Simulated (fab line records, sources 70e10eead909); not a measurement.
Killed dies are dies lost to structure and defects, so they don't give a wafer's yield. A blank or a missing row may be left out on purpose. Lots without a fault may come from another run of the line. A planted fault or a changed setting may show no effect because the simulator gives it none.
Which tool did it? | flow nand_harc | 12 lots, 36 wafers sampled, at 4 steps of a route of 1302

WHAT THE GAUGES READ, wafer by wafer
NHARC_P_ZERO_WELL_CD_MEAS_37: target cd 720 nm. Usual: cd_nm 720.3 nm, standard deviation 2.4.
lot  | measured     | on        | cd_nm (nm)                          | flag
L957 | day 2 01:40  | cd_sem-01 | 719.4 723.8 724.3                   |
L958 | day 2 10:05  | cd_sem-02 | 717.1 716.3 716.5                   |
L959 | day 2 22:18  | cd_sem-03 | 721.0 720.0 721.8                   |
L960 | day 3 06:41  | cd_sem-01 | 719.8 718.9 720.0                   |
L961 | day 3 16:17  | cd_sem-02 | 719.2 722.6 717.8                   |
L962 | day 4 02:03  | cd_sem-03 | 717.7 715.8 720.9                   |
L964 | day 4 22:05  | cd_sem-03 | 754.6 755.3 757.3 754.9 755.7 757.4 | OFF
L967 | day 6 04:08  | cd_sem-01 | 719.4 722.2 723.9                   |
L975 | day 9 11:52  | cd_sem-01 | 719.8 720.6 720.4                   |
L976 | day 9 22:25  | cd_sem-03 | 721.5 719.8 721.6                   |
L978 | day 10 18:16 | cd_sem-03 | 720.3 719.6 723.2                   |
L979 | day 11 04:17 | cd_sem-03 | 721.8 725.2 723.9                   |

NHARC_P_STI_INSPECT_11. Usual: raw_defect_count 6, standard deviation 3.2.
lot  | measured     | on                | raw_defect_count | flag
L957 | day 2 21:38  | defect_inspect-01 | 7 8 8            |
L958 | day 3 09:42  | defect_inspect-01 | 5 4 5            |
L959 | day 3 16:57  | defect_inspect-01 | 1 7 2            |
L960 | day 4 01:04  | defect_inspect-01 | 5 14 6           |
L961 | day 4 12:15  | defect_inspect-01 | 5 4 5            |
L962 | day 4 21:08  | defect_inspect-01 | 10 5 5           |
L964 | day 5 19:00  | defect_inspect-01 | 7 3 8            |
L967 | day 7 00:07  | defect_inspect-01 | 2 6 3            |
L975 | day 10 06:36 | defect_inspect-02 | 11 5 2           |
L976 | day 10 17:07 | defect_inspect-02 | 4 0 3            |
L978 | day 11 13:06 | defect_inspect-01 | 8 3 12           |
L979 | day 12 00:50 | defect_inspect-02 | 5 6 20           |

WHICH TOOL RAN EACH LOT (tool, then ch and the chambers of the sampled wafers, then the start)
lot  | NHARC_P_ZERO_WELL_DESCUM_13       | NHARC_P_ZERO_WELL_EXPOSE_34
L957 | rie_diel-08 ch 1,2,3, day 1 22:49 | krf_scanner-02 ch 0, day 2 01:31
L958 | rie_diel-06 ch 0,1,2, day 2 07:16 | krf_scanner-04 ch 0, day 2 09:56
L959 | rie_diel-06 ch 2,3, day 2 17:16   | krf_scanner-02 ch 0, day 2 22:08
L960 | rie_diel-08 ch 0,1, day 3 03:55   | krf_scanner-02 ch 0, day 3 06:32
L961 | rie_diel-08 ch 0,2,3, day 3 13:24 | krf_scanner-04 ch 0, day 3 16:07
L962 | rie_diel-06 ch 0,1,2, day 3 23:17 | krf_scanner-02 ch 0, day 4 01:54
L964 | rie_diel-08 ch 1,2, day 4 19:17   | krf_scanner-02 ch 0, day 4 21:56
L967 | rie_diel-10 ch 0,2, day 6 01:18   | krf_scanner-02 ch 0, day 6 03:59
L975 | rie_diel-08 ch 1,3, day 9 09:18   | krf_scanner-01 ch 0, day 9 11:43
L976 | rie_diel-06 ch 1,2,3, day 9 19:27 | krf_scanner-02 ch 0, day 9 22:16
L978 | rie_diel-06 ch 1,2, day 10 15:24  | krf_scanner-02 ch 0, day 10 18:07
L979 | rie_diel-06 ch 2,3, day 11 01:28  | krf_scanner-04 ch 0, day 11 04:08
- NHARC_P_ZERO_WELL_DESCUM_13: chemistry O2, time 3 s.
- NHARC_P_ZERO_WELL_EXPOSE_34: exposes mask P PWELL, target cd 720 nm.

WHAT THE TOOLS THEMSELVES READ (means of the sampled wafers that have a number; where no wafer has one, the mark that the record gives instead)
NHARC_P_ZERO_WELL_DESCUM_13. Usual: drypump_motor_current_A 5.8 A, standard deviation 0.46; oes_product_au 1.000 a.u., standard deviation 0.013; rf_vpp_V 57.6 V, standard deviation 1; showerhead_plenum_p_Torr 1.88 Torr, standard deviation 0.081; throttle_valve_pct 11.311 %, standard deviation 0.009.
lot  | tool        | drypump_motor_current_A (A) | oes_product_au (a.u.) | rf_vpp_V (V) | showerhead_plenum_p_Torr (Torr) | throttle_valve_pct (%) | flag
L957 | rie_diel-08 | 5.6                         | 1.002                 | 58.8         | 1.98                            | 11.314                 |
L958 | rie_diel-06 | 6.0                         | 0.996                 | 58.1         | 1.85                            | 11.314                 |
L959 | rie_diel-06 | 6.3                         | 0.983                 | 56.9         | 1.82                            | 11.321                 |
L960 | rie_diel-08 | 5.9                         | 1.011                 | 57.6         | 1.86                            | 11.303                 |
L961 | rie_diel-08 | 5.8                         | 1.012                 | 57.0         | 1.92                            | 11.309                 |
L962 | rie_diel-06 | 6.0                         | 1.003                 | 57.2         | 1.84                            | 11.307                 |
L964 | rie_diel-08 | 5.8                         | 1.000                 | 57.4         | 1.96                            | 11.309                 |
L967 | rie_diel-10 | 5.1                         | 0.992                 | 57.7         | 1.78                            | 11.305                 |
L975 | rie_diel-08 | 5.2                         | 1.006                 | 57.6         | 1.97                            | 11.319                 |
L976 | rie_diel-06 | 6.1                         | 1.001                 | 56.7         | 1.83                            | 11.307                 |
L978 | rie_diel-06 | 6.0                         | 0.999                 | 57.1         | 1.79                            | 11.308                 |
L979 | rie_diel-06 | 6.3                         | 0.990                 | 57.5         | 1.84                            | 11.310                 |

THE ANSWER, worked out from the rows above alone
Rule: a lot is off if the mean of its wafers that have a number lies more than 3 standard deviations from the usual mean. A lot without any number at a reading at which 4 lots or more have one is off too. The other lots that the step has rows for count as sound. The gauges are gone through in route order, then the tools' own readings, and for those a lot's mean is taken as printed above. The first step at which some lot is off is used, and at that step the reading that is off furthest; a lot without a number counts as furthest.
Off: L964, at NHARC_P_ZERO_WELL_CD_MEAS_37 (cd_nm).
A tool fits if, at a process step before that reading, it ran every lot that is off, and no sound lot after the first of them. The gauges at NHARC_P_ZERO_WELL_CD_MEAS_37 are tried like those tools. None of those tried fits.

WHAT THE SIMULATOR HAD PUT IN
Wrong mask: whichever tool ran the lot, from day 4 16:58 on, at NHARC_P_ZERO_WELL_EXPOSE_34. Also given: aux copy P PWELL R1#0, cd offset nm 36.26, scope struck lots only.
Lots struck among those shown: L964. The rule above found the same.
